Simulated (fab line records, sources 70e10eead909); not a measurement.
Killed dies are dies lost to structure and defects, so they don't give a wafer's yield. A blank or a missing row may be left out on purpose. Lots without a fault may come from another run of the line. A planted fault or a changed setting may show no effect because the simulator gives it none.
fab line records | flow nand_harc
record lots=6 wafers=18 last_day=22
route steps=1159 shown A_BLC@974 A_M0@994 END@1159
lots that met no fault: from a run of the same line without faults
start_h: hours from the record's first day to the start of the lot's first wafer shown | wait_h: hours since the lot's step before | " the same as in the row above | L1.1+2: a row that stands for several wafers | - no value, or no start given | * or withheld: withheld | < > ~ a bound
route shown NAME@n: a module of which the file shows steps, and the number in the route of the first | usual: mean/standard deviation of fault-free wafers | same: alike in all rows | chamber/n: place in a boat | sites: the reading at each site | _std_site: their standard deviation | _edge_site: outer sites' mean less inner sites' | radius_mm: how far each site lies from the wafer's centre | mask NAME#n: copy n | behind: the tool/chamber that last shaped the wafer | hold: why the lot was held/for how many hours/how that ended | device: the transistor (n, p or np) that didn't switch | end of line: the same wafers' tests at the end of the route | a step without rows: its recipe alone | killed: dies lost to structure and defects at the first sort, not the wafer's yield | map: a wafer's dies, x killed, . not, _ none there
set.NAME: the setting as run; set.NAME@STEP: as run at that earlier step | model.NAME: the simulator's own value behind a step, which no gauge read
lots at some steps of the route; a table a step, a row a wafer
services: from which hour (start_h, from the record's first day; less than 0 if before it) a tool's chamber was out of use, for how many hours, and why
## steps
# step NHARC_A_BLC_CD_MEAS_10
# recipe target_cd_nm=100 landing_energy_ev=500
# usual cd_nm=100.3/0.91
# columns lot.wafer tool chamber start_h wait_h cd_nm
L388.4 cd_sem-03 0 384.18 - 100.1
L388.5 " 0 " " 99.9
L388.6 " 0 " " 100.0
L391.1 cd_sem-02 0 401.67 - 100.5
L391.2 " 0 " " 100.2
L391.5 " 0 " " 100.3
L394.2 cd_sem-01 0 432.91 - 101.2
L394.3 " 0 " " 100.5
L394.5 " 0 " " 102.2
L396.2 cd_sem-03 0 456.73 - 99.6
L396.3 " 0 " " 101.2
L396.6 " 0 " " 101.3
L399.2 cd_sem-01 0 470.21 - 100.5
L399.5 " 0 " " 99.8
L399.6 " 0 " " 100.4
L401.1 cd_sem-03 0 473.46 - 100.7
L401.2 " 0 " " 102.0
L401.3 " 0 " " 102.0
# step NHARC_A_BLC_OVL_MEAS_11
# usual overlay_x_nm=0.1/0.87 overlay_y_nm=0.0/0.67
# columns lot.wafer tool chamber start_h wait_h overlay_x_nm overlay_y_nm
L388.4 overlay-02 - 384.26 - -0.3 0.5
L388.5 " - " " -0.3 0.4
L388.6 " - " " -0.3 0.0
L391.1 overlay-02 - 401.76 - -0.5 -0.5
L391.2 " - " " -0.4 -0.9
L391.5 " - " " -1.0 -0.3
L394.2 overlay-01 - 432.99 - 0.8 -0.3
L394.3 " - " " 1.6 -0.3
L394.5 " - " " 1.7 -0.6
L396.2 overlay-02 - 456.82 - 0.8 -0.2
L396.3 " - " " 0.4 -0.4
L396.6 " - " " 1.0 -0.3
L399.2 overlay-01 - 470.31 - 0.0 0.2
L399.5 " - " " -0.7 -0.6
L399.6 " - " " 0.0 0.2
L401.1 overlay-02 - 473.55 - -1.9 -0.4
L401.2 " - " " -2.0 -1.5
L401.3 " - " " -1.5 -1.7
# step NHARC_A_BLC_INSPECT_12
# usual raw_defect_count=31/11
# columns lot.wafer tool chamber start_h wait_h raw_defect_count
L388.4 defect_inspect-01 - 384.29 0.0 30
L388.5 " - " " 23
L388.6 " - " " 12
L391.1 defect_inspect-02 - 401.80 0.0 34
L391.2 " - " " 34
L391.5 " - " " 25
L394.2 defect_inspect-01 - 433.03 0.0 24
L394.3 " - " " 23
L394.5 " - " " 18
L396.2 defect_inspect-01 - 456.86 0.0 28
L396.3 " - " " 31
L396.6 " - " " 38
L399.2 defect_inspect-02 - 470.34 0.0 24
L399.5 " - " " 29
L399.6 " - " " 37
L401.1 defect_inspect-01 - 473.59 0.0 9
L401.2 " - " " 18
L401.3 " - " " 12
# step NHARC_A_BLC_DESCUM_15
# recipe time_s=3 o2_flow_sccm=200 ar_flow_sccm=0 bias_power_w=0 chemistry=O2
# step NHARC_A_BLC_ETCH_16
# recipe target_depth_a=390 over_etch_frac=0.3 time_s=65 ion_energy_ev=80 cf4_flow_sccm=150 ar_flow_sccm=0 rf_w=300 bias_w=100 chemistry=CF4
# step NHARC_A_BLC_ETCH_17
# recipe target_depth_a=3900 over_etch_frac=0.25 time_s=609.38 ion_energy_ev=200 n2_flow_sccm=150 h2_flow_sccm=150 ar_flow_sccm=0 rf_w=400 bias_w=150 chemistry=N2/H2
# usual drypump_motor_current_A=5.5/0.45 mfc_ar_sccm=0.009/0.014 oes_product_au=1.003/0.013 rf_vpp_V=430.8/2.6 showerhead_plenum_p_Torr=2.05/0.09 throttle_valve_pct=14.172/0.0086
# same over_etch_frac=0.25
# columns lot.wafer tool chamber start_h wait_h drypump_motor_current_A mfc_ar_sccm oes_product_au rf_hours_counter_h rf_vpp_V showerhead_plenum_p_Torr throttle_valve_pct
L388.4 rie_diel-06 1 - - 5.4 0 1.008 14 431.2 2.07 14.183
L388.5 " 2 " " 5.8 0.016 0.975 - 434.2 2.17 14.163
L388.6 " 3 " " 5.4 0 1.026 - 431.1 2.04 14.177
L391.1 rie_diel-12 0 - - 5.9 0 0.983 2 435.1 2.16 14.168
L391.2 " 2 " " 6.0 0.009 1.003 2 431.3 2.07 14.163
L391.5 " 0 " " 5.9 0 0.992 - 432.8 2.16 14.171
L394.2 rie_diel-12 2 - - 6.0 0.009 1.016 5 430.2 2.07 14.179
L394.3 " 0 " " 5.9 0 0.987 5 432.4 2.16 14.177
L394.5 " 3 " " 4.8 0.044 1.017 - 427.4 1.89 14.180
L396.2 rie_diel-12 1 - - 5.5 0 0.996 8 429.3 1.99 14.151
L396.3 " 2 " " 6.0 0.009 1.005 8 431.9 2.07 14.171
L396.6 " 0 " " 5.9 0 0.996 - 433.7 2.16 14.176
L399.2 rie_diel-06 2 - - 5.8 0.016 1.021 5 435.1 2.16 14.162
L399.5 " 0 " " 5.0 0 1.024 - 427.4 1.96 14.181
L399.6 " 1 " " 5.5 0 0.993 - 431.2 2.06 14.167
L401.2 rie_diel-02 3 - - 5.5 0.009 1.000 50 428.0 1.95 14.171
L401.3 " 0 " " 4.9 0 1.011 54 433.1 2.17 14.164
L401.1 " 1 " " 6.6 0.027 1.003 45 431.5 2.11 14.168
# step NHARC_A_BLC_ETCH_18
# recipe target_depth_a=9100 c4f8_flow_sccm=20 o2_flow_sccm=10 ar_flow_sccm=withheld rf_w=600 bias_w=1500 chemistry=C4F8/O2/Ar
# step NHARC_A_BLC_CD_MEAS_19
# usual cd_nm=99.9/2.5
# columns lot.wafer tool chamber start_h wait_h cd_nm
L388.4 cd_sem-02 - 385.33 - 102.0
L388.5 " - " " 96.0
L388.6 " - " " 95.0
L391.1 cd_sem-03 - 402.82 - 101.6
L391.2 " - " " 99.2
L391.5 " - " " 95.8
L394.2 cd_sem-02 - 434.07 - 102.8
L394.3 " - " " 99.1
L394.5 " - " " 101.7
L396.2 cd_sem-01 - 457.89 - 100.1
L396.3 " - " " 99.0
L396.6 " - " " 102.5
L399.2 cd_sem-02 - 471.73 - 102.0
L399.5 " - " " 100.7
L399.6 " - " " 99.2
L401.1 cd_sem-03 - 474.62 - 102.8
L401.2 " - " " 100.6
L401.3 " - " " 102.8
# step NHARC_A_BLC_STRIP_29
# recipe cf4_flow_sccm=150 ar_flow_sccm=0 bias_w=0 chemistry=CF4
# step NHARC_A_BLC_STRIP_21
# recipe o2_flow_sccm=500 ar_flow_sccm=0 bias_w=0 chemistry=O2
# usual drypump_motor_current_A=5.5/0.48 mfc_ar_sccm=0.008/0.013 oes_product_au=1.003/0.013 rf_vpp_V=57.8/0.9 showerhead_plenum_p_Torr=3.55/0.13 throttle_valve_pct=17.036/0.0087
# columns lot.wafer tool chamber start_h wait_h drypump_motor_current_A mfc_ar_sccm oes_product_au rf_hours_counter_h rf_vpp_V showerhead_plenum_p_Torr throttle_valve_pct
L388.4 rie_diel-06 0 385.53 0.1 5.0 0 1.015 15 58.1 3.41 17.047
L388.6 " 2 " " 5.8 0.016 0.973 - 57.9 3.73 17.040
L388.5 " 3 " " 5.4 0 1.010 - 57.5 3.53 17.057
L391.2 rie_diel-02 1 403.14 0.2 6.6 0.027 1.001 25 58.2 3.65 17.040
L391.1 " 3 " " 5.5 0.009 0.999 24 57.6 3.39 17.029
L391.5 " 1 " " 6.6 0.027 1.005 - 58.5 3.65 17.034
L394.2 rie_diel-12 0 434.26 0.1 5.9 0 0.982 6 57.8 3.72 17.021
L394.3 " 1 " " 5.5 0 0.996 6 57.8 3.46 17.025
L394.5 " 3 " " 4.9 0.044 1.016 - 57.8 3.29 17.035
L396.2 rie_diel-06 1 458.09 0.1 5.5 0 0.988 4 57.1 3.57 17.058
L396.3 " 2 " " 5.8 0.016 1.021 4 57.8 3.72 17.040
L396.6 " 1 " " 5.5 0 0.987 - 56.9 3.57 17.026
L399.2 rie_diel-12 3 471.93 0.1 4.8 0.044 1.015 8 57.9 3.29 17.046
L399.6 " 1 " " 5.5 0 0.987 - 56.8 3.46 17.036
L399.5 " 2 " " 6.0 0.009 1.010 - 57.1 3.58 17.035
L401.3 rie_diel-12 1 474.80 0.1 5.5 0 0.979 10 57.7 3.46 17.023
L401.1 " 2 " " 6.0 0.009 1.005 9 57.5 3.58 17.038
L401.2 " 0 " " 5.9 0 0.986 9 58.3 3.72 17.026
# step NHARC_A_BLC_STRIP_22
# recipe time_s=600 temp_c=30 chemistry=post_etch_residue_remover
# step NHARC_A_BLC_DEGAS_30
# recipe temp_c=300 time_s=60
# usual heater_power_w=459/48
# columns lot.wafer tool chamber start_h wait_h heater_power_w
L388.4 pvd_sputter-01 - 385.93 - 484
L388.6 " - " " 483
L388.5 " - " " 506
L391.1 pvd_sputter-03 - 403.56 - 406
L391.2 " - " " 422
L391.5 " - " " 507
L394.3 pvd_sputter-01 - 434.74 - 487
L394.2 " - " " 496
L394.5 " - " " 357
L396.2 pvd_sputter-02 - 458.53 - 479
L396.3 " - " " 417
L396.6 " - " " 423
L399.2 pvd_sputter-01 - 472.32 - 481
L399.6 " - " " 474
L399.5 " - " " 349
L401.2 pvd_sputter-01 - 475.23 - 470
L401.3 " - " " 355
L401.1 " - " " 475
# step NHARC_A_BLC_PRE_CLEAN_31
# recipe time_s=15 bias_v=250 gas=Ar
# columns lot.wafer tool chamber start_h wait_h
L388.4+5+6 pvd_sputter-01 - 386.02 -
L391.1+2+5 pvd_sputter-03 - 403.62 -
L394.2+3+5 pvd_sputter-01 - 434.80 -
L396.3+2+6 pvd_sputter-02 - 458.59 -
L399.2+6+5 pvd_sputter-01 - 472.39 -
L401.1+3+2 pvd_sputter-01 - 475.30 -
# step NHARC_A_BLC_PVD_32
# recipe target_thk_a=50 chamber_pressure_pa=5 power_w=5000 substrate_temp_c=200 time_s=17.7 material=Ti
# step NHARC_A_BLC_ALD_23
# recipe target_thk_a=30 pulse_time_s=1 ald_cycles=150 temp_c=450 material=TiN
# usual heater_power_w=1089/110 precursor_pulse_height_rel=1.002/0.018
# same ald_cycles=150
# columns lot.wafer tool chamber start_h wait_h heater_power_w precursor_pulse_height_rel
L388.4 ald_metal-03 1 386.23 - 1204 1.018
L388.6 " 2 " " 977 1.022
L388.5 " 3 " " 981 0.991
L391.1 ald_metal-02 1 403.80 - 1303 0.987
L391.2 " 0 " " 1018 0.997
L391.5 " 1 " " 1320 0.978
L394.2 ald_metal-04 2 434.98 - 981 0.975
L394.3 " 0 " " 1224 1.007
L394.5 " 2 " " 1010 1.010
L396.3 ald_metal-04 3 458.79 - 992 1.022
L396.2 " 1 " " 1009 1.028
L396.6 " 2 " " 978 0.990
L399.2 ald_metal-04 2 472.62 - 1008 1.024
L399.5 " 0 " " 1220 0.992
L399.6 " 1 " " 1057 1.026
L401.1 ald_metal-02 1 475.47 - 1269 0.995
L401.2 " 2 " " 1079 1.024
L401.3 " 0 " " 1053 1.025
# step NHARC_A_BLC_CVD_24
# recipe target_thk_a=1500 temp_c=300 pressure_torr=40 wf6_flow_sccm=40 h2_flow_sccm=1600 ar_flow_sccm=1560 time_s=434 material=W
# step NHARC_A_BLC_CMP_25
# recipe t_overpolish_s=30 target_thk_nm=150
# step NHARC_A_BLC_SRD_27
# step NHARC_A_M0_DEP_00
# recipe target_thk_a=1500 target_thk_nm=150 temp_c=withheld pressure_torr=5 flow_sccm=200 rf_w=600 material=SiOC
# step NHARC_A_M0_DEHYDRATE_01
# recipe temp_c=150 time_s=120
# step NHARC_A_M0_HMDS_02
# recipe time_s=30
# step NHARC_A_M0_COAT_33
# recipe temp_c=200 time_s=65
# step NHARC_A_M0_COAT_03
# recipe spin_rpm=1500 resist_thk_nm=90
# step NHARC_A_M0_SOFTBAKE_04
# recipe temp_c=105 time_s=55
# step NHARC_A_M0_EBR_05
# step NHARC_A_M0_EXPOSE_06
# recipe na=1.35 target_cd_nm=80 dose_mj=83.25 mask_id=A_M0
# step NHARC_A_M0_PEB_07
# recipe peb_temp_c=100 peb_time_s=65
# step NHARC_A_M0_DEVELOP_08
# recipe develop_time_s=35 dev_temp_c=23
# step NHARC_A_M0_CD_MEAS_09
# recipe target_cd_nm=80 landing_energy_ev=500
# usual cd_nm=80.2/0.79
# columns lot.wafer tool chamber start_h wait_h cd_nm
L388.4 cd_sem-02 0 392.89 - 80.1
L388.5 " 0 " " 80.9
L388.6 " 0 " " 80.1
L391.1 cd_sem-01 0 406.69 - 79.4
L391.2 " 0 " " 79.0
L391.5 " 0 " " 79.1
L394.2 cd_sem-02 0 441.02 - 80.5
L394.3 " 0 " " 78.9
L394.5 " 0 " " 80.1
L396.2 cd_sem-01 0 460.83 - 80.1
L396.3 " 0 " " 80.7
L396.6 " 0 " " 80.5
L399.2 cd_sem-01 0 474.68 - 80.2
L399.5 " 0 " " 80.0
L399.6 " 0 " " 80.6
L401.1 cd_sem-01 0 477.51 - 80.3
L401.2 " 0 " " 80.3
L401.3 " 0 " " 81.4
# step NHARC_A_M0_OVL_MEAS_10
# recipe pitch_nm=160
# usual overlay_x_nm=-0.2/0.94 overlay_y_nm=0.0/0.85
# columns lot.wafer tool chamber start_h wait_h overlay_x_nm overlay_y_nm
L388.4 overlay-01 - 392.97 - -1.6 -0.3
L388.5 " - " " -1.6 0.3
L388.6 " - " " -1.5 0.8
L391.1 overlay-02 - 406.78 - -0.9 -2.6
L391.2 " - " " -0.9 -1.9
L391.5 " - " " -0.5 -1.9
L394.2 overlay-01 - 441.10 - -0.6 0.1
L394.3 " - " " -0.6 0.0
L394.5 " - " " -0.5 -0.2
L396.2 overlay-01 - 460.91 - 0.5 0.9
L396.3 " - " " 0.3 1.6
L396.6 " - " " 1.0 1.5
L399.2 overlay-02 - 474.77 - -1.9 0.1
L399.5 " - " " -1.4 0.1
L399.6 " - " " -1.5 -0.1
L401.1 overlay-02 - 477.60 - -1.3 0.2
L401.2 " - " " -1.2 0.3
L401.3 " - " " -1.1 0.4
# step NHARC_A_M0_DESCUM_14
# recipe time_s=3 o2_flow_sccm=200 ar_flow_sccm=0 bias_power_w=0 chemistry=O2
# step NHARC_A_M0_ETCH_34
# recipe target_depth_a=400 overetch_a=120 time_s=43.94 ion_energy_ev=200 n2_flow_sccm=150 h2_flow_sccm=150 ar_flow_sccm=0 rf_w=400 bias_w=150 chemistry=N2/H2
# step NHARC_A_M0_ETCH_15
# recipe target_depth_a=1500 overetch_a=150 time_s=82.5 c4f8_flow_sccm=withheld ar_flow_sccm=400 rf_w=600 bias_w=300 chemistry=C4F8/Ar
# step NHARC_A_M0_CD_MEAS_16
# usual cd_nm=80.2/1.3
# columns lot.wafer tool chamber start_h wait_h cd_nm
L388.4 cd_sem-02 - 393.37 - 79.5
L388.5 " - " " 79.7
L388.6 " - " " 79.9
L391.1 cd_sem-02 - 407.18 - 79.3
L391.2 " - " " 79.6
L391.5 " - " " 78.3
L394.2 cd_sem-01 - 441.52 - 81.1
L394.3 " - " " 77.5
L394.5 " - " " 80.3
L396.2 cd_sem-02 - 461.32 - 79.7
L396.3 " - " " 80.8
L396.6 " - " " 81.4
L399.2 cd_sem-03 - 475.17 - 80.0
L399.5 " - " " 78.7
L399.6 " - " " 79.9
L401.1 cd_sem-01 - 478.00 - 81.0
L401.2 " - " " 79.4
L401.3 " - " " 81.7
# step NHARC_A_M0_STRIP_18
# recipe power_w=1000 n2_flow_sccm=150 h2_flow_sccm=150 ar_flow_sccm=0 bias_w=0 chemistry=N2/H2
# usual drypump_motor_current_A=5.8/0.49 mfc_ar_sccm=0.004/0.0053 oes_product_au=0.994/0.014 rf_vpp_V=90.3/1 showerhead_plenum_p_Torr=1.99/0.075 throttle_valve_pct=14.170/0.0093
# columns lot.wafer tool chamber start_h wait_h drypump_motor_current_A mfc_ar_sccm oes_product_au rf_hours_counter_h rf_vpp_V showerhead_plenum_p_Torr throttle_valve_pct
L388.4 rie_diel-09 0 393.49 0.1 5.7 0.005 0.985 7 91.2 1.98 14.171
L388.6 " 2 " " 6.5 0.002 0.976 - 91.5 1.96 14.173
L388.5 " 3 " " 5.2 0.015 0.987 - 90.4 1.91 14.160
L391.1 rie_diel-05 0 407.32 0.1 5.3 0 1.001 5 92.1 2.15 14.164
L391.2 " 1 " " 5.5 0.002 0.977 4 91.0 1.98 14.163
L391.5 " 3 " " 6.1 0 0.986 - 90.2 1.99 14.180
L394.2 rie_diel-09 3 441.63 0.1 5.2 0.015 1.000 0 91.4 1.90 14.166
L394.3 " 0 " " 5.7 0.005 0.998 0 89.1 1.98 14.166
L394.5 " 3 " " 5.2 0.015 1.003 - 90.9 1.90 14.155
L396.3 rie_diel-01 3 461.39 0.1 5.4 0 1.009 12 91.1 2.03 14.169
L396.2 " 2 " " 6.2 0 1.028 12 90.3 2.10 14.168
L396.6 " 3 " " 5.4 0 1.011 - 89.1 2.03 14.168
L399.2 rie_diel-09 1 475.29 0.1 6.7 0 1.022 2 89.6 1.91 14.174
L399.5 " 3 " " 5.2 0.015 0.995 - 89.1 1.90 14.177
L399.6 " 0 " " 5.7 0.005 1.011 - 90.1 1.98 14.170
L401.2 rie_diel-01 1 478.09 0.1 5.7 0.003 0.993 12 90.2 1.93 14.161
L401.1 " 2 " " 6.2 0 1.008 13 91.0 2.10 14.160
L401.3 " 0 " " 5.2 0 0.984 10 88.7 1.92 14.181
# step NHARC_A_M0_STRIP_19
# recipe time_s=600 temp_c=30 chemistry=post_etch_residue_remover
# step NHARC_A_M0_DEGAS_28
# recipe temp_c=250 time_s=60
# step NHARC_A_M0_PRE_CLEAN_29
# recipe time_s=30 temp_c=280 gas=H2/He
# step NHARC_A_M0_PVD_20
# recipe target_thk_a=50 bias_v=168.6 power_w=15000 chamber_pressure_pa=0.12 time_s=8.06 substrate_temp_c=50 material=TaN
# step NHARC_END_SORT_01
# recipe temp_c=25
# usual killed_at_array=26/8.4 killed_at_other=0.7/0.97 killed_at_periphery=3.2/2.2 killed_dies=30/8.5 killed_open=3.4/2 killed_short=2/1.3
# same gross_dies=677
# columns lot.wafer tool chamber start_h wait_h killed_at_array killed_at_other killed_at_periphery killed_dies killed_open killed_short
L388.4 prober-02 0 436.01 3.4 30 0 2 32 5 2
L388.5 prober-02 0 436.80 3.7 20 1 0 21 2 0
L388.6 prober-02 0 437.59 3.9 12 2 3 17 6 3
L391.1 prober-02 0 457.39 2.5 25 3 5 33 2 1
L391.2 prober-02 0 458.20 2.8 34 1 2 37 6 1
L391.5 prober-02 0 460.64 3.8 22 3 4 29 2 2
L394.2 prober-02 0 483.15 2.7 23 1 4 28 1 3
L394.3 prober-02 0 483.94 3.1 28 4 1 33 6 1
L394.5 prober-02 0 485.53 3.7 16 3 3 22 1 2
L396.2 prober-02 0 506.09 2.8 22 0 7 29 6 5
L396.3 prober-02 0 506.88 3.1 27 0 3 30 3 1
L396.6 prober-02 0 509.26 4.0 25 0 1 26 2 2
L401.1 prober-01 0 521.02 2.5 90 0 3 93 5 2
L401.2 prober-01 0 521.82 2.8 88 0 5 93 7 2
L401.3 prober-01 0 522.62 3.1 90 3 4 97 4 1
L399.2 prober-02 0 521.61 2.8 90 0 7 97 3 2
L399.5 prober-02 0 523.99 3.7 97 0 2 99 6 2
L399.6 prober-02 0 524.79 4.0 94 0 3 97 4 1
# killed by level:class
L388.4 A_SLIT:chamber_film_flake=14 A_CHANNEL_HOLE_D1:chamber_film_flake=4 A_CONTACT:geometric_particle:open=3 A_CONTACT:chamber_film_flake=3 A_STAIRCASE:chamber_film_flake=2 P_CONTACT:geometric_particle:open=1 A_SOURCE_PLATE:geometric_particle:short=1 A_ONON_D1:geometric_particle:open=1
L388.5 A_SLIT:chamber_film_flake=10 A_CONTACT:chamber_film_flake=4 A_CHANNEL_HOLE_D1:chamber_film_flake=3 A_CHANNEL_FILL_D1:geometric_particle:open=1 A_M1:geometric_particle:open=1 A_ZERO_WELL:chamber_film_flake=1 THIN_TSV:chamber_film_flake=1
L388.6 A_ONON_D1:geometric_particle:open=2 A_WL_FILL:geometric_particle:short=2 A_WL_FILL:geometric_particle:open=2 A_SLIT:chamber_film_flake=2 A_CONTACT:chamber_film_flake=2 P_M0:geometric_particle:short=1 A_CONTACT:geometric_particle:open=1 STARTING-WAFER:geometric_particle:open=1
L391.1 A_CHANNEL_HOLE_D1:chamber_film_flake=10 P_M1:chamber_film_flake=3 A_ZERO_WELL:chamber_film_flake=3 A_CHANNEL_FILL_D1:chamber_film_flake=3 A_WL_FILL:chamber_film_flake=3 A_CONTACT:chamber_film_flake=3 THIN_TSV:chamber_film_flake=3 P_M1:geometric_particle:open=1
L391.2 A_CHANNEL_HOLE_D1:chamber_film_flake=17 A_CONTACT:geometric_particle:open=3 A_WL_FILL:chamber_film_flake=3 A_ZERO_WELL:chamber_film_flake=2 A_CHANNEL_FILL_D1:chamber_film_flake=2 A_STAIRCASE:chamber_film_flake=2 A_CONTACT:chamber_film_flake=2 P_M0:geometric_particle:open=1
L391.5 A_CHANNEL_HOLE_D1:chamber_film_flake=7 A_CONTACT:chamber_film_flake=5 A_ZERO_WELL:chamber_film_flake=3 THIN_TSV:chamber_film_flake=3 P_M1:chamber_film_flake=2 A_WL_FILL:chamber_film_flake=2 P_CONTACT:geometric_particle:open=1 P_M1:geometric_particle:short=1
L394.2 A_CHANNEL_HOLE_D1:chamber_film_flake=16 P_STI:chamber_film_flake=3 A_STAIRCASE:chamber_film_flake=2 P_GATE:geometric_particle:short=1 A_SOURCE_PLATE:geometric_particle:short=1 A_ONON_D1:geometric_particle:short=1 A_CONTACT:geometric_particle:open=1 A_ZERO_WELL:chamber_film_flake=1
L394.3 A_CHANNEL_HOLE_D1:chamber_film_flake=14 THIN_TSV:chamber_film_flake=4 A_CONTACT:chamber_film_flake=3 A_ONON_D1:geometric_particle:open=2 A_CONTACT:geometric_particle:open=2 A_M0:geometric_particle:open=2 A_STAIRCASE:chamber_film_flake=2 A_CHANNEL_HOLE_D1:geometric_particle:short=1
L394.5 A_CHANNEL_HOLE_D1:chamber_film_flake=11 P_STI:chamber_film_flake=2 A_M0:chamber_film_flake=2 THIN_TSV:chamber_film_flake=2 P_GATE:geometric_particle:short=1 A_BLC:geometric_particle:open=1 A_BLC:geometric_particle:short=1 A_CONTACT:chamber_film_flake=1
L396.2 A_CHANNEL_HOLE_D1:chamber_film_flake=14 P_CONTACT:geometric_particle:open=3 A_CHANNEL_FILL_D1:geometric_particle:short=3 A_CONTACT:chamber_film_flake=2 P_GATE:geometric_particle:open=1 P_CONTACT:geometric_particle:short=1 A_WL_FILL:geometric_particle:short=1 A_BLC:geometric_particle:open=1
L396.3 A_CHANNEL_HOLE_D1:chamber_film_flake=21 A_CONTACT:chamber_film_flake=3 A_ONON_D1:geometric_particle:open=2 P_STI:chamber_film_flake=2 P_M0:geometric_particle:open=1 A_WL_FILL:geometric_particle:short=1
L396.6 A_CHANNEL_HOLE_D1:chamber_film_flake=16 A_WL_FILL:chamber_film_flake=2 A_CONTACT:chamber_film_flake=2 P_M2:geometric_particle:open=1 A_SGD_CUT:geometric_particle:short=1 A_WL_FILL:geometric_particle:short=1 A_WL_FILL:geometric_particle:open=1 A_ZERO_WELL:chamber_film_flake=1
L401.1 A_BLC:unspecified=78 A_CONTACT:geometric_particle:open=3 A_CHANNEL_HOLE_D1:chamber_film_flake=3 A_STAIRCASE:chamber_film_flake=2 P_GATE:geometric_particle:open=1 P_CONTACT:geometric_particle:open=1 A_CONTACT:geometric_particle:short=1 A_M1:geometric_particle:short=1
L399.2 A_BLC:unspecified=74 A_SLIT:chamber_film_flake=5 A_CONTACT:chamber_film_flake=4 P_GATE:chamber_film_flake=3 A_STAIRCASE:chamber_film_flake=3 P_STI:chamber_film_flake=2 P_CONTACT:geometric_particle:open=1 A_CHANNEL_FILL_D1:geometric_particle:short=1
L401.2 A_BLC:unspecified=64 A_CHANNEL_HOLE_D1:chamber_film_flake=7 A_CONTACT:geometric_particle:open=3 A_BLC:geometric_particle:open=3 P_ZERO_WELL:chamber_film_flake=3 A_CONTACT:chamber_film_flake=3 A_STAIRCASE:chamber_film_flake=2 P_CONTACT:geometric_particle:short=1
L401.3 A_BLC:unspecified=74 A_CONTACT:chamber_film_flake=5 THIN_TSV:chamber_film_flake=3 A_WL_FILL:geometric_particle:open=2 A_CHANNEL_FILL_D1:chamber_film_flake=2 A_STAIRCASE:chamber_film_flake=2 A_M1:chamber_film_flake=2 P_CONTACT:geometric_particle:short=1
L399.5 A_BLC:unspecified=67 A_SLIT:chamber_film_flake=12 A_CHANNEL_HOLE_D1:chamber_film_flake=3 A_CHANNEL_FILL_D1:chamber_film_flake=3 A_CONTACT:chamber_film_flake=3 A_CHANNEL_HOLE_D1:geometric_particle:open=2 A_STAIRCASE:chamber_film_flake=2 P_M0:geometric_particle:open=1
L399.6 A_BLC:unspecified=70 A_SLIT:chamber_film_flake=6 A_CONTACT:chamber_film_flake=5 A_CHANNEL_HOLE_D1:chamber_film_flake=4 A_STAIRCASE:chamber_film_flake=4 P_BONDPAD:chamber_film_flake=2 A_SOURCE_PLATE:geometric_particle:open=1 A_ONON_D1:geometric_particle:open=1
# map L399.5 (x killed, . not)
____________.____________
_________......._________
_______..........._______
______.............______
_____..............._____
____.................____
____.............x...____
___...................___
___...x....x..x..x....___
__...x...x..xxxxx.x....__
__.xx.x...xxxxxx.......__
_..xx....xxxxxxxxx..x..._
_.x....xxxxxxxxx........_
_........xxxxxxx........_
_...x....xxxxxxx........_
_..x.......xxxxx........_
.........xxxxxxxx...x....
...x.....xxxxxx..........
....x.........x...x......
.........x.x.......x.....
..............x..........
_...........x..........._
_.................xx...._
_......................._
_......................._
_......................._
__....x................__
__...x.................__
___..x............x...___
___...............x...___
____.................____
____................x____
_____...x..........x_____
______.............______
_______..........._______
_________......._________
____________.____________
# map L401.3 (x killed, . not)
____________.____________
_________......._________
_______.x........._______
______.............______
_____..............._____
____............x....____
____.................____
___.x.................___
___...................___
__.....................__
__.......x.............__
_.........x............._
_......................._
_.x....................._
_...x..................._
_......................._
......................x..
x..x........x............
.....x.....x.............
....x....................
.............x...x.......
_.....x.......xxxxx....._
_............xxxxxxx...._
_...........x.xxxxxx...._
_..x......x..xxxxxxx...._
_............xxxxxx....._
__....x.....xxxxxxxx...__
__..x......x.xxxxxxxx..__
___...........xxxxxx..___
___...xx.....xxxxxx...___
____....x.....xxx.x..____
____.........x.xxxx..____
_____..........x.xx._____
______.............______
_______..........._______
_________......._________
____________.____________
## services
# columns tool chamber start_h hours kind
rie_diel-09 3 361.10 2.5 repair
ald_metal-02 - 364.00 10.0 pm
rie_diel-12 - 364.80 0.3 repair
rie_diel-12 2 370.48 19.1 repair
rie_diel-09 - 377.35 0.6 repair
rie_diel-12 - 379.47 9.0 pm
rie_diel-12 0 379.47 9.0 vent_cycle
rie_diel-12 1 379.47 9.0 vent_cycle
rie_diel-06 3 387.70 2.5 repair
rie_diel-06 1 390.71 3.5 repair
pvd_sputter-02 - 392.00 10.0 pm
ald_metal-03 3 399.66 14.3 repair
ald_metal-04 - 406.00 10.0 pm
rie_diel-02 1 414.30 18.2 repair
rie_diel-06 - 416.99 2.3 repair
rie_diel-06 - 419.30 9.0 pm
rie_diel-01 0 428.35 2.5 repair
rie_diel-09 - 431.10 9.0 pm
rie_diel-06 3 454.55 16.7 repair
ald_metal-04 - 455.55 1.5 repair
ald_metal-02 2 456.19 3.6 repair
pvd_sputter-03 - 458.00 10.0 pm
rie_diel-12 - 458.11 0.2 repair
ald_metal-03 - 461.50 59.4 repair
## key
first_sign step=NHARC_END_SORT_01 reading=killed_dies direction=up sigmas=7.8 usual=30 struck=96
effect step=NHARC_END_SORT_01 reading=killed_at_array direction=up sigmas=7.7 usual=26 struck=92
more_kills_born_at NHARC_A_BLC_PRE_CLEAN_31@pvd_sputter-01=427
met_at NHARC_A_BLC_PRE_CLEAN_31
struck_wafers L399.2,L399.5,L399.6,L401.1,L401.2,L401.3
tester_left_out L399,L401
onset_between 434.80 472.39
also_fits time
fault kind=chamber_particle_source tool=pvd_sputter-01 chamber=- onset_h=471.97 steps=NHARC_A_BLC_PRE_CLEAN_31 rate_per_visit_cm2=0.44642 end_h=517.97
# tester_left_out: of these lots the tester's yield and bins aren't shown, on N5 and GAA mostly nor the transistor test; their killed dies are dies lost to structure and defects alone, not to doping, threshold or leakage, so they don't give the yield
